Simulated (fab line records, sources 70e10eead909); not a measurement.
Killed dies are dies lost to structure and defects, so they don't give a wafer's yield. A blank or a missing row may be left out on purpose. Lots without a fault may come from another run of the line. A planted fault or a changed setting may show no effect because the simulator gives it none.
fab line records | flow nand_harc | part 2 of 2: steps 19 to 29 of 29
record lots=5 wafers=15 last_day=34
route steps=1302 shown A_SLIT@932 A_SIN_REMOVE@947 A_WL_FILL@952
lots that met no fault: from a run of the same line without faults
start_h: hours from the record's first day to the start of the lot's first wafer shown | wait_h: hours since the lot's step before | " the same as in the row above | L1.1+2: a row that stands for several wafers | - no value, or no start given | * or withheld: withheld | < > ~ a bound
route shown NAME@n: a module of which the file shows steps, and the number in the route of the first | usual: mean/standard deviation of fault-free wafers | same: alike in all rows | chamber/n: place in a boat | sites: the reading at each site | _std_site: their standard deviation | _edge_site: outer sites' mean less inner sites' | radius_mm: how far each site lies from the wafer's centre | mask NAME#n: copy n | behind: the tool/chamber that last shaped the wafer | hold: why the lot was held/for how many hours/how that ended | device: the transistor (n, p or np) that didn't switch | end of line: the same wafers' tests at the end of the route | a step without rows: its recipe alone | killed: dies lost to structure and defects at the first sort, not the wafer's yield | map: a wafer's dies, x killed, . not, _ none there
set.NAME: the setting as run; set.NAME@STEP: as run at that earlier step | model.NAME: the simulator's own value behind a step, which no gauge read
lots at some steps of the route; a table a step, a row a wafer
services: from which hour (start_h, from the record's first day; less than 0 if before it) a tool's chamber was out of use, for how many hours, and why
## steps
# step NHARC_A_SIN_REMOVE_INSPECT_04
# usual raw_defect_count=379/74
# columns lot.wafer tool chamber start_h wait_h raw_defect_count
L084.3 defect_inspect-01 - 557.20 0.0 477
L084.4 " - " " 358
L084.5 " - " " 517
L083.3 defect_inspect-01 - 566.24 0.0 431
L083.5 " - " " 454
L083.6 " - " " 399
L085.1 defect_inspect-01 - 581.32 0.0 358
L085.3 " - " " 380
L085.6 " - " " 327
L096.1 defect_inspect-02 - 692.53 0.0 485
L096.2 " - " " 309
L096.3 " - " " 364
L097.3 defect_inspect-01 - 712.60 0.0 259
L097.5 " - " " 298
L097.6 " - " " 296
# step NHARC_A_WL_FILL_ALD_00
# recipe target_thk_a=30 pulse_time_s=3 ald_cycles=30 temp_c=300 material=Al2O3
# usual heater_power_w=443/53 precursor_pulse_height_rel=0.997/0.017
# columns lot.wafer tool chamber start_h wait_h heater_power_w precursor_pulse_height_rel
L084.4 ald_hk-03 0 557.26 0.1 426 0.984
L084.3 " 3 " " 448 0.985
L084.5 " 1 " " 358 0.993
L083.3 ald_hk-04 0 566.30 0.1 445 0.988
L083.6 " 0 " " 439 1.009
L083.5 " 1 " " 404 1.028
L085.3 ald_hk-01 3 581.41 0.1 368 0.976
L085.1 " 0 " " 472 0.981
L085.6 " 3 " " 368 0.961
L096.3 ald_hk-01 3 692.60 0.1 370 1.001
L096.2 " 0 " " 489 0.981
L096.1 " 1 " " 515 0.979
L097.3 ald_hk-04 1 712.72 0.1 416 0.964
L097.5 " 3 " " 461 1.019
L097.6 " 0 " " 436 1.007
# step NHARC_A_WL_FILL_RTA_01
# recipe temp_c=1000 time_s=5
# usual lamp_power_pct=31/4 lamp_zone_3_pct=31/4 wafer_temp_C_max=1004.2/0.84
# columns lot.wafer tool chamber start_h wait_h lamp_power_pct lamp_zone_3_pct wafer_temp_C_max
L084.3 rtp_anneal-02 0 557.58 - 34 34 1004.6
L084.4 " 0 " " 34 34 1004.0
L084.5 " 0 " " 34 34 1004.0
L083.3 rtp_anneal-02 0 566.64 - 34 34 1007.2
L083.5 " 0 " " 34 34 1004.6
L083.6 " 0 " " 34 34 1006.4
L085.1 rtp_anneal-01 0 581.76 - 26 26 1005.6
L085.3 " 0 " " 25 26 1003.5
L085.6 " 0 " " 26 25 1005.6
L096.1 rtp_anneal-01 0 692.86 - 26 25 1005.0
L096.2 " 0 " " 25 25 1003.4
L096.3 " 0 " " 26 25 1004.2
L097.3 rtp_anneal-02 0 712.99 - 34 34 1004.4
L097.5 " 0 " " 34 34 1004.5
L097.6 " 0 " " 34 34 1002.6
# step NHARC_A_WL_FILL_ALD_02
# recipe target_thk_a=20 pulse_time_s=3 ald_cycles=100 temp_c=450 material=TiN
# usual heater_power_w=1014/91 precursor_pulse_height_rel=0.999/0.018
# columns lot.wafer tool chamber start_h wait_h heater_power_w precursor_pulse_height_rel
L084.3 ald_metal-03 2 557.73 0.1 1146 1.027
L084.4 " 3 " " 931 0.981
L084.5 " 3 " " 932 0.992
L083.3 ald_metal-02 0 566.83 0.2 1174 0.984
L083.6 " 3 " " 971 0.990
L083.5 " 0 " " 1135 1.014
L085.1 ald_metal-01 0 581.98 0.2 887 1.014
L085.3 " 0 " " 866 1.030
L085.6 " 3 " " 967 1.014
L096.3 ald_metal-01 2 693.08 0.1 1011 0.987
L096.1 " 0 " " 906 1.020
L096.2 " 1 " " 1139 0.989
L097.3 ald_metal-02 0 713.18 0.2 1125 1.020
L097.6 " 3 " " 984 1.027
L097.5 " 0 " " 1121 1.021
# step NHARC_A_WL_FILL_CVD_03
# recipe target_thk_a=400 temp_c=300 pressure_torr=40 wf6_flow_sccm=40 h2_flow_sccm=1600 ar_flow_sccm=1560 time_s=279 material=W
# usual heater_power_w=410/28 mfc_ar_sccm=1559/4.8 throttle_valve_pct=7.85/0.18
# columns lot.wafer tool chamber start_h wait_h heater_power_w mfc_ar_sccm throttle_valve_pct
L084.3 cvd_w-02 1 558.35 0.2 392 1560 7.93
L084.4 " 0 " " 409 1564 8.03
L084.5 " 0 " " 390 1564 8.15
L083.3 cvd_w-02 0 567.38 0.2 393 1555 7.84
L083.6 " 1 " " 385 1553 7.98
L083.5 " 0 " " 404 1548 7.97
L085.1 cvd_w-02 1 582.65 0.1 390 1565 7.72
L085.3 " 0 " " 396 1564 8.35
L085.6 " 1 " " 387 1569 7.85
L096.2 cvd_w-02 1 693.54 0.1 399 1557 7.77
L096.1 " 0 " " 396 1560 7.96
L096.3 " 0 " " 401 1561 8.01
L097.3 cvd_w-01 0 713.68 0.2 439 1561 7.82
L097.5 " 0 " " 443 1558 7.57
L097.6 " 1 " " 439 1562 7.87
# step NHARC_A_WL_FILL_ETCHBACK_04
# recipe target_depth_a=600 time_s=120 chemistry=NF3
# usual drypump_motor_current_A=5.4/0.52 oes_product_au=0.998/0.0095
# columns lot.wafer tool chamber start_h wait_h drypump_motor_current_A oes_product_au rf_hours_counter_h
L084.3 rie_metal-03 1 558.69 0.3 5.5 0.994 -
L084.4 " 0 " " 6.0 1.007 -
L084.5 " 0 " " 5.9 1.007 -
L083.3 rie_metal-02 0 567.67 0.2 6.2 0.976 -
L083.6 " 0 " " 6.2 0.982 -
L083.5 " 1 " " 4.8 0.984 -
L085.1 rie_metal-03 0 583.03 0.3 6.0 1.007 1.0
L085.3 " 1 " " 5.5 0.996 -
L085.6 " 0 " " 6.0 1.007 -
L096.1 rie_metal-01 1 693.92 0.3 5.0 0.995 0.8
L096.2 " 0 " " 5.0 1.015 0.8
L096.3 " 1 " " 5.0 0.999 -
L097.3 rie_metal-03 0 714.13 0.4 6.0 1.001 -
L097.5 " 1 " " 5.5 0.995 -
L097.6 " 0 " " 6.0 1.000 -
# step NHARC_A_WL_FILL_ETCHBACK_05
# recipe target_depth_a=220 time_s=60 temp_c=40 chemistry=Cl2/BCl3
# usual drypump_motor_current_A=5.4/0.52 oes_product_au=1.000/0.0096
# columns lot.wafer tool chamber start_h wait_h drypump_motor_current_A oes_product_au rf_hours_counter_h
L084.4 rie_metal-03 0 558.89 0.1 6.0 1.007 -
L084.3 " 1 " " 5.5 0.999 -
L084.5 " 1 " " 5.5 0.993 -
L083.3 rie_metal-02 1 567.87 0.2 4.8 0.993 -
L083.5 " 1 " " 4.8 0.987 -
L083.6 " 0 " " 6.2 0.994 -
L085.1 rie_metal-03 1 583.27 0.2 5.5 0.985 1.2
L085.3 " 0 " " 6.0 1.003 -
L085.6 " 0 " " 6.0 1.011 -
L096.1 rie_metal-01 0 694.16 0.2 5.0 1.015 0.9
L096.2 " 1 " " 5.0 0.999 0.9
L096.3 " 0 " " 5.0 1.010 -
L097.3 rie_metal-03 0 714.39 0.2 6.0 1.022 -
L097.5 " 0 " " 6.0 1.015 -
L097.6 " 1 " " 5.5 1.004 -
# step NHARC_A_WL_FILL_STRIP_27
# recipe power_w=1500 temp_c=250 time_s=20 chemistry=N2/H2
# usual drypump_motor_current_A=5.6/0.62 heater_power_w=313/33 rf_refl_power_W=13/4.8
# columns lot.wafer tool chamber start_h wait_h drypump_motor_current_A heater_power_w rf_hours_counter_h rf_refl_power_W
L084.3 plasma_asher-02 1 559.05 0.1 4.9 327 - 9
L084.4 " 0 " " 6.2 275 - 14
L084.5 " 1 " " 4.9 326 - 10
L083.3 plasma_asher-02 0 568.05 0.2 6.1 275 - 15
L083.6 " 1 " " 4.9 326 - 9
L083.5 " 0 " " 6.2 267 - 15
L085.1 plasma_asher-02 1 583.43 0.1 4.9 322 39 9
L085.3 " 1 " " 4.9 325 - 10
L085.6 " 0 " " 6.2 269 - 15
L096.1 plasma_asher-01 1 694.30 0.1 6.3 370 30 -
L096.2 " 0 " " 5.1 328 30 -
L096.3 " 0 " " 5.2 323 - -
L097.3 plasma_asher-02 1 714.59 0.2 4.9 315 - -
L097.5 " 1 " " 4.9 316 - -
L097.6 " 0 " " 6.2 280 - -
# step NHARC_A_WL_FILL_STRIP_28
# recipe time_s=1200 temp_c=72.5 chemistry=post_etch_residue_remover
# columns lot.wafer tool chamber start_h wait_h
L084.5+3+4 wet_bench-09 2,3,5 559.19 0.1
L083.6+5+3 wet_bench-09 2,6,7 568.16 0.1
L085.6+1+3 wet_bench-03 7,0,3 583.59 0.1
L096.3+2+1 wet_bench-03 5,6,7 694.50 0.1
L097.3+5+6 wet_bench-06 3,4,5 714.72 0.1
# step NHARC_A_WL_FILL_PRECLEAN_06
# recipe time_s=300 chemistry=DIW
# columns lot.wafer tool chamber start_h wait_h
L084.5+3+4 wet_bench-09 2,3,5 - -
L083.6+5+3 wet_bench-09 2,6,7 - -
L085.6+1+3 wet_bench-03 7,0,3 - -
L096.3+2+1 wet_bench-03 5,6,7 - -
L097.3+5+6 wet_bench-06 3,4,5 - -
# step NHARC_A_WL_FILL_SRD_07
# columns lot.wafer tool chamber start_h wait_h
L084.5+3+4 wet_bench-09 2,3,5 - -
L083.6+5+3 wet_bench-09 2,6,7 - -
L085.6+1+3 wet_bench-03 7,0,3 - -
L096.3+2+1 wet_bench-03 5,6,7 - -
L097.3+5+6 wet_bench-06 3,4,5 - -
## services
# columns tool chamber start_h hours kind
rie_metal-03 - 519.00 9.0 pm
ald_metal-01 - 526.00 10.0 pm
rie_diel-01 - 526.81 0.2 repair
wet_bench-09 - 528.80 8.0 pm
rie_metal-01 - 531.94 1.6 repair
wet_bench-06 - 545.66 8.0 pm
rie_diel-07 2 549.62 7.9 repair
litho_track-04 - 553.00 7.0 pm
rie_diel-01 - 557.80 9.0 pm
wet_bench-03 - 562.40 8.0 pm
wet_bench-04 - 579.20 8.0 pm
wet_h3po4-01 - 582.96 8.0 pm
cvd_w-02 0 588.62 6.9 repair
plasma_asher-02 - 603.77 9.0 pm
rie_diel-07 2 613.31 6.1 repair
wet_bench-01 - 629.60 8.0 pm
cvd_w-02 - 631.00 13.0 pm
rie_metal-03 1 631.93 1.5 repair
rie_diel-07 - 648.20 9.0 pm
rie_diel-01 0 670.60 5.7 repair
rie_metal-03 - 696.00 9.0 pm
cvd_w-02 - 701.09 0.9 repair
wet_bench-09 - 704.80 8.0 pm
rie_diel-01 1 713.42 4.4 repair
